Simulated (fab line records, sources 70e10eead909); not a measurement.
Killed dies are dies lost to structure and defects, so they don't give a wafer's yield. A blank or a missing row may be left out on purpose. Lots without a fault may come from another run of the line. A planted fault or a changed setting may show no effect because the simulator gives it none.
fab line records | flow nand_harc
record lots=6 wafers=18 last_day=34
route steps=1302 shown A_SLIT@945 A_SIN_REMOVE@947 A_WL_FILL@952 END@1302
lots that met no fault: from a run of the same line without faults
start_h: hours from the record's first day to the start of the lot's first wafer shown | wait_h: hours since the lot's step before | " the same as in the row above | L1.1+2: a row that stands for several wafers | - no value, or no start given | * or withheld: withheld | < > ~ a bound
route shown NAME@n: a module of which the file shows steps, and the number in the route of the first | usual: mean/standard deviation of fault-free wafers | same: alike in all rows | chamber/n: place in a boat | sites: the reading at each site | _std_site: their standard deviation | _edge_site: outer sites' mean less inner sites' | radius_mm: how far each site lies from the wafer's centre | mask NAME#n: copy n | behind: the tool/chamber that last shaped the wafer | hold: why the lot was held/for how many hours/how that ended | device: the transistor (n, p or np) that didn't switch | end of line: the same wafers' tests at the end of the route | a step without rows: its recipe alone | killed: dies lost to structure and defects at the first sort, not the wafer's yield | map: a wafer's dies, x killed, . not, _ none there
set.NAME: the setting as run; set.NAME@STEP: as run at that earlier step | model.NAME: the simulator's own value behind a step, which no gauge read
lots at some steps of the route; a table a step, a row a wafer
services: from which hour (start_h, from the record's first day; less than 0 if before it) a tool's chamber was out of use, for how many hours, and why
## steps
# step NHARC_A_SLIT_SRD_20
# step NHARC_A_SLIT_CD_MEAS_21
# usual cd_nm=289.6/0.8
# columns lot.wafer tool chamber start_h wait_h cd_nm
L774.1 cd_sem-01 - 524.85 - 289.0
L774.2 " - " " 288.6
L774.3 " - " " 289.7
L776.1 cd_sem-02 - 547.50 - 289.6
L776.4 " - " " 289.6
L776.5 " - " " 288.8
L779.1 cd_sem-01 - 566.36 - 289.8
L779.3 " - " " 290.6
L779.6 " - " " 289.0
L785.1 cd_sem-01 - 635.93 - 289.6
L785.3 " - " " 290.0
L785.6 " - " " 289.9
L786.1 cd_sem-03 - 654.42 - 289.0
L786.2 " - " " 288.1
L786.3 " - " " 288.1
L790.1 cd_sem-03 - 710.37 - 289.8
L790.4 " - " " 290.1
L790.6 " - " " 290.5
# step NHARC_A_SIN_REMOVE_WET_00
# recipe temp_c=160 time_s=15300 chemistry=H3PO4
# step NHARC_A_SIN_REMOVE_PRECLEAN_01
# recipe time_s=* temp_c=50 bath_age_min=0 chemistry=SC1
# step NHARC_A_SIN_REMOVE_SRD_02
# step NHARC_A_SIN_REMOVE_INSPECT_04
# usual raw_defect_count=384/72
# columns lot.wafer tool chamber start_h wait_h raw_defect_count
L774.1 defect_inspect-02 - 531.49 0.0 428
L774.2 " - " " 490
L774.3 " - " " 433
L776.1 defect_inspect-01 - 554.11 0.0 329
L776.4 " - " " 372
L776.5 " - " " 359
L779.1 defect_inspect-01 - 573.39 0.0 450
L779.3 " - " " 475
L779.6 " - " " 436
L785.1 defect_inspect-02 - 642.52 0.0 509
L785.3 " - " " 494
L785.6 " - " " 454
L786.1 defect_inspect-01 - 660.24 0.0 497
L786.2 " - " " 379
L786.3 " - " " 554
L790.1 defect_inspect-02 - 717.55 0.0 441
L790.4 " - " " 371
L790.6 " - " " 448
# step NHARC_A_WL_FILL_ALD_00
# recipe target_thk_a=30 pulse_time_s=3 ald_cycles=30 temp_c=300 material=Al2O3
# usual heater_power_outer_w=255/36 heater_power_w=458/55 precursor_pulse_height_rel=1.001/0.02
# same ald_cycles=30
# columns lot.wafer tool chamber start_h wait_h heater_power_outer_w heater_power_w precursor_pulse_height_rel
L774.1 ald_hk-04 0 531.56 0.1 347 559 0.986
L774.2 " 1 " " 259 430 1.015
L774.3 " 3 " " 226 449 1.003
L776.1 ald_hk-02 2 554.17 0.1 257 456 0.975
L776.4 " 1 " " 223 398 1.029
L776.5 " 2 " " 257 457 1.002
L779.1 ald_hk-04 0 573.49 0.1 339 586 1.006
L779.3 " 2 " " 220 389 0.997
L779.6 " 0 " " 329 586 0.979
L785.1 ald_hk-03 2 642.59 0.1 263 495 1.036
L785.3 " 0 " " 250 429 0.985
L785.6 " 2 " " 272 496 0.989
L786.2 ald_hk-04 3 664.60 4.4 227 446 0.997
L786.1 " 0 " " 334 573 1.034
L786.3 " 1 " " 243 433 1.020
L790.4 ald_hk-04 3 717.67 0.1 221 462 1.006
L790.1 " 0 " " 331 547 1.042
L790.6 " 2 " " 228 414 0.989
# step NHARC_A_WL_FILL_RTA_01
# recipe temp_c=1000 time_s=5
# usual lamp_power_pct=32/4.9 lamp_zone_3_pct=32/4.9 wafer_temp_C_max=1005.4/1
# columns lot.wafer tool chamber start_h wait_h lamp_power_pct lamp_zone_3_pct wafer_temp_C_max
L774.1 rtp_anneal-02 0 531.82 - 36 37 1006.6
L774.2 " 0 " " 36 37 1005.9
L774.3 " 0 " " 37 37 1006.0
L776.1 rtp_anneal-02 0 554.43 - 37 36 1005.6
L776.4 " 0 " " 37 36 1006.8
L776.5 " 0 " " 36 37 1005.5
L779.1 rtp_anneal-02 0 573.73 - 36 37 1004.9
L779.3 " 0 " " 37 37 1009.3
L779.6 " 0 " " 37 37 1006.0
L785.1 rtp_anneal-02 0 642.85 - 36 36 1005.2
L785.3 " 0 " " 37 36 1005.2
L785.6 " 0 " " 36 36 1004.6
L786.1 rtp_anneal-02 0 664.89 - 37 37 1004.6
L786.2 " 0 " " 37 36 1004.0
L786.3 " 0 " " 37 37 1005.8
L790.1 rtp_anneal-01 0 717.88 - 26 26 1004.8
L790.4 " 0 " " 26 26 1003.8
L790.6 " 0 " " 26 26 1005.1
# step NHARC_A_WL_FILL_ALD_02
# recipe target_thk_a=20 pulse_time_s=3 ald_cycles=100 temp_c=450 material=TiN
# usual heater_power_outer_w=694/47 heater_power_w=1081/100 precursor_pulse_height_rel=0.996/0.02
# same ald_cycles=100
# columns lot.wafer tool chamber start_h wait_h heater_power_outer_w heater_power_w precursor_pulse_height_rel
L774.1 ald_metal-03 1 532.04 0.2 654 1026 1.009
L774.2 " 2 " " 650 980 1.002
L774.3 " 0 " " 724 1024 0.987
L776.4 ald_metal-04 2 554.65 0.1 730 1145 0.973
L776.1 " 1 " " 710 1117 0.993
L776.5 " 3 " " 671 1130 0.992
L779.1 ald_metal-02 3 573.94 0.2 693 1115 1.027
L779.3 " 0 " " 590 868 0.992
L779.6 " 0 " " 607 842 0.960
L785.1 ald_metal-03 0 643.10 0.2 705 1068 1.013
L785.3 " 1 " " 686 1062 1.004
L785.6 " 0 " " 714 1041 0.987
L786.1 ald_metal-03 0 665.16 0.2 715 1034 1.019
L786.3 " 1 " " 677 1062 0.976
L786.2 " 3 " " 646 968 0.990
L790.1 ald_metal-04 3 718.09 0.2 717 1150 1.007
L790.4 " 1 " " 657 1036 0.992
L790.6 " 0 " " 794 1265 0.976
# step NHARC_A_WL_FILL_CVD_03
# recipe target_thk_a=400 temp_c=300 pressure_torr=40 wf6_flow_sccm=40 h2_flow_sccm=1600 ar_flow_sccm=1560 time_s=279 material=W
# usual heater_power_outer_w=270/25 heater_power_w=472/31 throttle_valve_pct=7.9/0.37
# columns lot.wafer tool chamber start_h wait_h heater_power_outer_w heater_power_w throttle_valve_pct
L774.1 cvd_w-02 0 532.48 0.1 295 500 7.3
L774.2 " 1 " " 255 468 7.7
L774.3 " 1 " " 252 485 7.5
L776.1 cvd_w-02 1 555.09 0.1 254 470 8.0
L776.4 " 0 " " 291 502 7.4
L776.5 " 0 " " 300 504 7.3
L779.1 cvd_w-01 0 574.43 0.1 226 405 8.1
L779.3 " 1 " " 268 466 8.5
L779.6 " 1 " " 261 481 8.3
L785.1 cvd_w-01 1 643.50 0.1 269 468 8.5
L785.3 " 1 " " 267 481 8.6
L785.6 " 0 " " 226 407 8.2
L786.2 cvd_w-01 0 665.70 0.2 233 408 8.0
L786.1 " 1 " " 261 481 8.6
L786.3 " 1 " " 267 454 8.5
L790.1 cvd_w-02 1 718.53 0.1 277 484 7.9
L790.4 " 1 " " 275 502 8.1
L790.6 " 0 " " 315 505 7.5
# step NHARC_A_WL_FILL_ETCHBACK_04
# recipe target_depth_a=600 time_s=120 chemistry=NF3
# usual drypump_motor_current_A=5.7/0.45 oes_product_au=0.997/0.0097 run_length_s=141.4/0.52
# columns lot.wafer tool chamber start_h wait_h drypump_motor_current_A oes_product_au rf_hours_counter_h run_length_s
L774.1 rie_metal-02 1 532.85 0.3 6.2 1.007 1.0 141.0
L774.2 " 0 " " 4.9 0.998 1.4 140.6
L774.3 " 1 " " 6.2 1.005 - 141.6
L776.1 rie_metal-03 1 555.50 0.4 5.7 1.000 0.5 115.7
L776.4 " 0 " " 5.7 0.999 - 141.7
L776.5 " 1 " " 5.7 0.992 - 115.6
L779.1 rie_metal-03 0 574.75 0.3 5.8 1.000 0.8 142.1
L779.3 " 0 " " 5.8 1.000 - 141.7
L779.6 " 1 " " 5.7 1.009 - 115.8
L785.1 rie_metal-03 1 643.91 0.4 5.7 1.008 1.9 141.4
L785.3 " 0 " " 5.7 0.998 - 141.9
L785.6 " 1 " " 5.7 1.004 - 141.9
L786.1 rie_metal-01 1 666.09 0.3 6.4 0.995 1.5 141.4
L786.2 " 0 " " 5.4 0.986 1.5 140.8
L786.3 " 1 " " 6.4 0.985 - 141.4
L790.1 rie_metal-03 1 718.93 0.4 5.7 1.001 0.1 141.1
L790.4 " 0 " " 5.8 1.000 - 142.0
L790.6 " 0 " " 5.8 1.004 - 141.9
# step NHARC_A_WL_FILL_ETCHBACK_05
# recipe target_depth_a=220 time_s=60 temp_c=40 chemistry=Cl2/BCl3
# usual drypump_motor_current_A=5.7/0.45 oes_product_au=0.997/0.011 run_length_s=81.3/0.5
# columns lot.wafer tool chamber start_h wait_h drypump_motor_current_A oes_product_au rf_hours_counter_h run_length_s
L774.1 rie_metal-02 1 533.15 0.3 6.2 1.009 1.1 81.1
L774.2 " 0 " " 4.9 1.000 1.5 80.4
L774.3 " 1 " " 6.2 1.004 - 80.9
L776.1 rie_metal-03 1 555.70 0.2 5.7 1.007 0.7 81.5
L776.4 " 1 " " 5.7 1.004 - 81.1
L776.5 " 0 " " 5.8 1.006 - 81.8
L779.1 rie_metal-03 0 575.00 0.2 5.8 0.995 1.0 81.7
L779.3 " 0 " " 5.8 1.002 - 81.8
L779.6 " 0 " " 5.8 0.993 - 81.7
L785.1 rie_metal-03 0 644.12 0.2 5.8 0.994 2.1 82.0
L785.3 " 0 " " 5.7 1.011 - 81.9
L785.6 " 0 " " 5.8 0.997 - 81.8
L786.1 rie_metal-01 0 666.33 0.2 5.4 0.970 1.6 80.6
L786.2 " 1 " " 6.4 0.993 1.6 81.7
L786.3 " 1 " " 6.4 0.982 - 81.6
L790.1 rie_metal-03 0 719.15 0.2 5.8 0.995 0.2 81.8
L790.4 " 0 " " 5.8 1.003 - 81.7
L790.6 " 1 " " 5.7 0.988 - 81.0
# step NHARC_END_SORT_01
# recipe temp_c=25
# usual killed_at_array=59/20 killed_at_other=0.8/1.2 killed_at_periphery=3.5/2.2 killed_dies=63/20 killed_open=3.3/1.8 killed_short=2.6/1.7
# same gross_dies=677
# columns lot.wafer tool chamber start_h wait_h killed_at_array killed_at_other killed_at_periphery killed_dies killed_open killed_short
L774.3 prober-02 0 636.43 3.1 68 0 2 70 2 2
L785.1 prober-01 0 735.37 2.6 98 0 6 104 5 0
L785.3 prober-01 0 736.97 3.1 84 1 5 90 4 4
L785.6 prober-01 0 739.37 4.0 70 0 3 73 6 0
# killed by level:class
L774.3 A_CHANNEL_HOLE_D1:chamber_film_flake=28 A_SLIT:chamber_film_flake=21 A_CHANNEL_HOLE_D2:chamber_film_flake=12 A_WL_FILL:geometric_particle:short=2 A_CONTACT:chamber_film_flake=2 A_ONON_D2:geometric_particle:open=1 A_WL_FILL:geometric_particle:open=1 P_M0:chamber_film_flake=1
L785.1 A_CHANNEL_HOLE_D1:chamber_film_flake=44 A_SLIT:chamber_film_flake=30 A_CHANNEL_HOLE_D2:chamber_film_flake=16 P_BONDPAD:chamber_film_flake=5 A_ONON_D2:geometric_particle:open=2 A_STAIRCASE:chamber_film_flake=2 A_SGD_CUT:chamber_film_flake=2 P_CONTACT:geometric_particle:open=1
L785.3 A_SLIT:chamber_film_flake=29 A_CHANNEL_HOLE_D1:chamber_film_flake=25 A_CHANNEL_HOLE_D2:chamber_film_flake=19 A_SGD_CUT:geometric_particle:short=2 A_SGD_CUT:chamber_film_flake=2 A_CONTACT:chamber_film_flake=2 P_GATE:geometric_particle:open=1 P_M0:geometric_particle:open=1
L785.6 A_SLIT:chamber_film_flake=27 A_CHANNEL_HOLE_D1:chamber_film_flake=22 A_CHANNEL_HOLE_D2:chamber_film_flake=14 A_WL_FILL:geometric_particle:open=2 P_STI:geometric_particle:open=1 A_ONON_D1:geometric_particle:open=1 A_CONTACT:geometric_particle:open=1 A_M0:geometric_particle:open=1
## services
# columns tool chamber start_h hours kind
ald_metal-03 - 509.50 1.4 repair
cvd_w-02 - 510.69 0.7 repair
cvd_w-01 - 512.58 2.3 repair
rie_metal-01 - 517.32 0.3 repair
rie_metal-03 - 519.00 9.0 pm
ald_hk-02 - 526.21 10.0 pm
cvd_w-01 - 547.14 13.0 pm
ald_metal-03 - 567.52 0.8 repair
ald_hk-02 - 571.38 99.1 repair
rie_metal-01 - 575.06 9.0 pm
cvd_w-01 - 593.44 1.3 repair
ald_metal-02 - 610.00 10.0 pm
ald_hk-04 - 615.25 10.0 pm
rie_metal-03 1 630.89 4.9 repair
cvd_w-02 - 631.00 13.0 pm
rie_metal-02 - 631.05 9.0 pm
ald_metal-02 0 639.98 14.1 repair
ald_metal-03 1 650.25 1.5 repair
ald_metal-04 - 656.84 10.0 pm
rie_metal-01 - 660.35 0.4 repair
ald_metal-04 - 672.87 1.4 repair
rie_metal-03 - 696.00 9.0 pm
ald_metal-04 1 696.19 4.5 repair
rie_metal-01 - 705.38 1.4 repair
## key
first_sign step=NHARC_A_WL_FILL_ETCHBACK_04 reading=run_length_s direction=down sigmas=49 usual=* struck=*
effect none on later readings
met_at NHARC_A_WL_FILL_ETCHBACK_04
struck_wafers L776.1,L776.5,L779.6
tester_left_out L776,L779
fault kind=process_parameter_drift tool=rie_metal-03 chamber=1 onset_h=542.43 steps=NHARC_A_WL_FILL_ETCHBACK_04 channel=time_s offset=* shape=step end_h=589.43 acts_in=* stated=*
# tester_left_out: of these lots the tester's yield and bins aren't shown, on N5 and GAA mostly nor the transistor test; their killed dies are dies lost to structure and defects alone, not to doping, threshold or leakage, so they don't give the yield
